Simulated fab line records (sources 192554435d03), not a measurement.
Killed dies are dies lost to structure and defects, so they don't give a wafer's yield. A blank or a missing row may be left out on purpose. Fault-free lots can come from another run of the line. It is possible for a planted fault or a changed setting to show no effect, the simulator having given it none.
Chamber matching -- flow n5 finfet -- rie si-05 running N5_DUMMY_GATE_TRIM_49: 4 sister chambers
The step chemistry O2, time 29 s, target cd 14 nm. 8 wafers are shown with their chamber, then 9 later ones without.

## WAFERS, EACH WITH ITS CHAMBER
wafer,chamber,throttle valve pct (%),drypump motor current A (A)
L081.1,3,8.30,5.9
L090.3,2,8.17,6.4
L090.4,1,8.06,6.1
L090.6,1,8.06,6.1
L092.2,2,8.21,6.4
L094.2,3,8.28,5.8
L094.3,0,7.99,5.3
L094.6,0,7.99,5.3

## WAFERS MISSING THEIR CHAMBER
wafer,throttle valve pct (%),drypump motor current A (A)
L095.2,8.06,6.1
L095.5,8.27,5.8
L095.6,8.20,6.4
L096.4,8.25,5.8
L096.5,7.98,5.2
L096.6,8.07,6.1
L097.2,8.21,6.4
L097.3,8.06,6.1
L097.6,8.27,5.8

## THE CHAMBER EACH PASSED THROUGH
wafer,from the rows above,in truth
L095.2,1,1
L095.5,3,3
L095.6,2,2
L096.4,3,3
L096.5,0,0
L096.6,1,1
L097.2,2,2
L097.3,1,1
L097.6,3,3
Placed correctly: 9 of 9. Left unplaced by these rows: 0. Wrongly placed: 0.
How it was worked out, from the rows above alone: a wafer's distance from a chamber is the root of the sum, over the readings, of the square of ((its reading less the chamber's mean) divided by the reading's scatter). The wafer belongs to the nearest chamber; if the next one is less than 2 further off, it can't be placed. Each chamber's mean is taken over the wafers shown for it. The scatter: take each reading less its chamber's mean, square it, sum over the shown wafers, divide by the number of wafers less the number of chambers, and take the root.
